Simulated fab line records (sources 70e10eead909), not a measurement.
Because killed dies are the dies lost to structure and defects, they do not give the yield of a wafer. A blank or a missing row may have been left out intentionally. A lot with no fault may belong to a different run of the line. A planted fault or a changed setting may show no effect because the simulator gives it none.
Which of the tools did it? | flow nand harc | 39 wafers from 13 lots sampled at 6 of the route's 1159 steps

== WHAT EACH GAUGE READ, for each wafer ==
NHARC_A_SOURCE_PLATE_INSPECT_08.
lot  | measured     | on                | raw defect count
L734 | day 7 03:50  | defect inspect-02 | 47 59 54
L736 | day 7 20:58  | defect inspect-02 | 109 69 68
L735 | day 7 21:00  | defect inspect-02 | 30 46 52
L738 | day 8 13:43  | defect inspect-02 | 37 69 56
L737 | day 8 13:43  | defect inspect-02 | 36 35 33
L739 | day 8 22:07  | defect inspect-02 | 58 37 78
L743 | day 9 17:36  | defect inspect-01 | 101 78 86
L746 | day 10 23:50 | defect inspect-01 | 40 65 66
L748 | day 11 09:53 | defect inspect-02 | 52 63 52
L750 | day 11 20:20 | defect inspect-02 | 59 47 32
L751 | day 12 05:02 | defect inspect-01 | 25 54 94
L753 | day 12 05:02 | defect inspect-02 | 22 27 28
L757 | day 13 01:19 | defect inspect-02 | 44 54 31

NHARC_A_ONON_D1_THK_MEAS_30: measures by ellipsometry.
lot  | measured     | on            | thk nm (nm)
L734 | day 7 19:04  | film metro-02 | 1010 1009 1008
L736 | day 8 09:12  | film metro-01 | 998 999 999
L735 | day 8 09:15  | film metro-01 | 1008 1009 1007
L738 | day 9 01:55  | film metro-02 | 1007 1006 1004
L737 | day 9 01:56  | film metro-01 | 998 997 999
L739 | day 9 10:32  | film metro-02 | 986 984 986
L743 | day 10 09:14 | film metro-01 | 1006 1008 1008
L746 | day 11 12:16 | film metro-02 | 1482 1481 1482
L748 | day 11 22:32 | film metro-01 | 1511 1510 1510
L750 | day 12 08:47 | film metro-02 | 979 976 977
L751 | day 12 17:13 | film metro-01 | 1004 1002 1002
L753 | day 12 17:13 | film metro-02 | 1016 1017 1017
L757 | day 13 12:01 | film metro-01 | 997 996 996

NHARC_A_CHANNEL_HOLE_D1_OVL_MEAS_11.
lot  | measured     | on         | overlay x nm (nm) | overlay y nm (nm)
L734 | day 7 22:42  | overlay-02 | 0.5 0.6 0.6       | -0.8 -0.4 -0.9
L736 | day 8 15:22  | overlay-01 | -0.7 -0.4 -0.4    | 0.3 1.3 0.8
L735 | day 8 15:39  | overlay-02 | -0.4 -0.4 -0.2    | -0.4 -0.2 -0.1
L738 | day 9 06:17  | overlay-01 | 0.4 0.1 0.5       | 0.4 0.1 0.5
L737 | day 9 05:19  | overlay-01 | -0.1 -0.8 -0.4    | -1.9 -1.3 -1.5
L739 | day 9 13:55  | overlay-01 | -0.9 -1.6 -1.6    | -0.3 -0.5 0.1
L743 | day 10 15:20 | overlay-01 | -0.6 -2.2 -2.0    | -0.2 0.0 0.6
L750 | day 12 12:11 | overlay-01 | -0.8 -0.5 -0.6    | -0.8 -1.2 -1.0
L751 | day 12 21:29 | overlay-02 | 0.3 0.3 -0.1      | -0.8 -0.9 -0.9
L753 | day 12 20:37 | overlay-01 | 0.5 0.3 0.2       | -1.6 -1.9 -1.4
L757 | day 13 18:48 | overlay-02 | -0.5 -0.2 -0.5    | 1.0 1.5 1.1

NHARC_END_SORT_01.
lot  | measured     | on        | killed at array | killed at other | killed at periphery | killed dies | killed open | killed short
L746 | day 22 06:48 | prober-02 | 672 675 673     | 0 0 0           | 5 2 4               | 677 677 677 | 6 1 1       | 1 3 1
L748 | day 22 23:06 | prober-01 | 674 675 676     | 0 1 1           | 3 1 0               | 677 677 677 | 5 6 4       | 2 2 0

== WHICH TOOL RAN EACH LOT (tool, then ch and the chambers of the sampled wafers, then the start) ==
lot  | NHARC_A_ONON_D1_DEP_28           | NHARC_A_CHANNEL_HOLE_D1_ETCH_16
L734 | pecvd onon-01 ch 0, day 7 18:36  | rie diel-09 ch 0,2, no start
L736 | pecvd onon-04 ch 0, day 8 08:45  | rie diel-09 ch 0,1, no start
L735 | pecvd onon-01 ch 0, day 8 08:44  | rie diel-07 ch 0,1,2, no start
L738 | pecvd onon-01 ch 0, day 9 01:31  | rie diel-07 ch 1,2,3, no start
L737 | pecvd onon-02 ch 0, day 9 01:26  | rie diel-09 ch 1,2,3, no start
L739 | pecvd onon-02 ch 0, day 9 10:01  | rie diel-09 ch 0,1,3, no start
L743 | pecvd onon-02 ch 0, day 10 08:47 | rie diel-03 ch 1,2,3, no start
L746 | pecvd onon-01 ch 0, day 11 11:45 | -
L748 | pecvd onon-01 ch 0, day 11 22:02 | -
L750 | pecvd onon-02 ch 0, day 12 08:17 | rie diel-09 ch 0,1,2, no start
L751 | pecvd onon-04 ch 0, day 12 16:52 | rie diel-07 ch 0,1,3, no start
L753 | pecvd onon-02 ch 0, day 12 16:46 | rie diel-09 ch 1,2, no start
L757 | pecvd onon-04 ch 0, day 13 11:34 | rie diel-07 ch 0,1,3, no start
- NHARC_A_ONON_D1_DEP_28: target thk 1000 nm.
- NHARC_A_CHANNEL_HOLE_D1_ETCH_16: etches the open film in O2/COS, target depth 3100 nm, time 806 s.

== AS READ BY THE TOOLS THEMSELVES (means over the sampled wafers that have a number; for cases with no such wafer, the mark the record gives instead) ==
NHARC_A_CHANNEL_HOLE_D1_ETCH_16.
lot  | tool        | bias w (W) | drypump motor current A (A) | o2 flow sccm (sccm) | oes product au (a.u.) | rf vpp V (V) | showerhead plenum p Torr (Torr) | throttle valve pct (%)
L734 | rie diel-09 | 300.2      | 6.2                         | 400.8               | 1.006                 | 314.4        | 3.07                            | 28.323
L736 | rie diel-09 | 299.8      | 6.1                         | 400.2               | 0.998                 | 313.0        | 3.03                            | 28.328
L735 | rie diel-07 | 300.1      | 5.6                         | 401.1               | 1.001                 | 313.7        | 3.09                            | 28.335
L738 | rie diel-07 | 300.1      | 5.8                         | 399.8               | 0.999                 | 313.5        | 3.08                            | 28.326
L737 | rie diel-09 | 300.2      | 6.2                         | 400.6               | 0.996                 | 313.9        | 3.11                            | 28.335
L739 | rie diel-09 | 300.4      | 6.1                         | 399.2               | 0.985                 | 313.5        | 3.09                            | 28.322
L743 | rie diel-03 | 299.8      | 5.5                         | 400.5               | 1.001                 | 314.1        | 3.12                            | 28.335
L750 | rie diel-09 | 299.8      | 6.2                         | 401.3               | 0.995                 | 313.8        | 3.04                            | 28.331
L751 | rie diel-07 | 299.2      | 6.1                         | 400.8               | 0.991                 | 313.1        | 3.05                            | 28.327
L753 | rie diel-09 | 300.5      | 6.1                         | 401.5               | 0.989                 | 312.8        | 3.05                            | 28.329
L757 | rie diel-07 | 299.4      | 6.0                         | 399.3               | 1.001                 | 313.5        | 3.05                            | 28.329

== THE ANSWER, worked out from the rows above alone ==
Rule: the usual values come from the lots themselves. Put in order of their means at a reading, lots are off if they are a third of the lots or fewer, leave a main group of 4 or more, and stand apart from it by a gap of 3 or more times the standard deviation of the main group's means; of several such gaps the widest counts. The tables above print the reading to a certain number of digits; a main group whose means all agree to those digits is not used. Also off: a lot with no number at a reading for which 4 or more lots have one. Any other lot the step has rows for is counted as sound. After the gauges, taken in route order, come the tools' own readings; for these a lot's mean is taken, as printed above. The first step at which some lot is off is used, and at that step the reading that is off furthest; a lot without a number counts as furthest.
Off, at NHARC_A_ONON_D1_THK_MEAS_30 on thk nm: L746, L748. The main group: mean 1000 nm, standard deviation 11.
If a tool, at a process step before that reading, ran all the lots that are off and no sound lot after the first of them, it fits. Gauges at NHARC_A_ONON_D1_THK_MEAS_30: tried the same way as those tools. One candidate fits, namely pecvd onon-01 at NHARC_A_ONON_D1_DEP_28. A fault onset in the window from L738 (day 9 01:31, its last sound lot) to L746 (day 11 11:45, its first lot off) fits.

== WHAT THE SIMULATOR HAD INSERTED ==
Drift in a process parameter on pecvd onon-01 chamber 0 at NHARC_A_ONON_D1_DEP_28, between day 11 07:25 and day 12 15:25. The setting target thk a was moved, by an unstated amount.
Shown lots that were struck: L746, L748. The rule given above showed the same thing.
